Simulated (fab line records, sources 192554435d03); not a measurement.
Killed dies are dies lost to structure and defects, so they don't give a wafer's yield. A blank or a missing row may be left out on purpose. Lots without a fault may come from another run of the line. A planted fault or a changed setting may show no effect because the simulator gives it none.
Chamber matching | flow n5_finfet | N5_DUMMY_REMOVAL_STRIP_10 on rie_diel-06: 4 sister chambers
The step strips in N2/H2, time 40 s. 14 wafers are shown with their chamber, then 7 later ones without.

WAFERS WITH THEIR CHAMBER
wafer  | chamber | drypump_motor_current_A (A) | showerhead_plenum_p_Torr (Torr) | oes_product_au (a.u.)
L074.2 | 0       | 5.2                         | 3.29                            | 0.83
L074.3 | 1       | 6.6                         | 3.38                            | 0.70
L074.5 | 3       | 5.7                         | 3.51                            | 0.74
L077.1 | 0       | 5.1                         | 3.28                            | 0.83
L077.4 | 2       | 5.6                         | 3.51                            | 0.75
L077.5 | 1       | 6.6                         | 3.37                            | 0.70
L080.2 | 2       | 5.6                         | 3.51                            | 0.76
L080.5 | 0       | 5.2                         | 3.28                            | 0.82
L080.6 | 1       | 6.6                         | 3.37                            | 0.69
L086.1 | 3       | 5.7                         | 3.49                            | 0.72
L086.2 | 2       | 5.6                         | 3.50                            | 0.76
L086.4 | 0       | 5.2                         | 3.28                            | 0.81
L093.2 | 3       | 5.7                         | 3.49                            | 0.72
L093.3 | 0       | 5.2                         | 3.27                            | 0.80

SIGNATURES (means of the wafers above)
reading                  | chamber 0 | chamber 1 | chamber 2 | chamber 3 | scatter within a chamber
drypump_motor_current_A  | 5.180     | 6.600     | 5.600     | 5.700     | 0.0283
showerhead_plenum_p_Torr | 3.2800    | 3.3733    | 3.5067    | 3.4967    | 0.00775
oes_product_au           | 0.8180    | 0.6967    | 0.7567    | 0.7267    | 0.0104
Rule: a wafer's distance from a chamber is the root of the sum, over the readings, of the square of ((its reading less the chamber's mean) divided by the reading's scatter). The wafer belongs to the nearest chamber; if the next one is less than 2 further off, it can't be placed. The scatter: the root of (the sum of the squares of (reading less its chamber's mean) over the shown wafers, divided by (wafers less chambers)).

WAFERS WITHOUT THEIR CHAMBER
wafer  | drypump_motor_current_A (A) | showerhead_plenum_p_Torr (Torr) | oes_product_au (a.u.)
L093.5 | 6.5                         | 3.36                            | 0.68
L094.1 | 5.2                         | 3.27                            | 0.79
L094.2 | 6.6                         | 3.36                            | 0.67
L094.3 | 5.7                         | 3.49                            | 0.71
L097.1 | 5.7                         | 3.48                            | 0.71
L097.3 | 5.6                         | 3.49                            | 0.74
L097.5 | 5.6                         | 3.48                            | 0.72

WHICH CHAMBER EACH WENT THROUGH
wafer  | from the rows above     | in truth
L093.5 | 1                       | 1
L094.1 | 0                       | 0
L094.2 | 1                       | 1
L094.3 | 3                       | 3
L097.1 | 3                       | 3
L097.3 | can't be placed: 2 or 3 | 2
L097.5 | can't be placed: 3 or 2 | 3
Placed correctly: 5 of 7. Can't be placed from these rows: 2 (the true chamber is among the candidates in 2). Placed wrongly: 0.
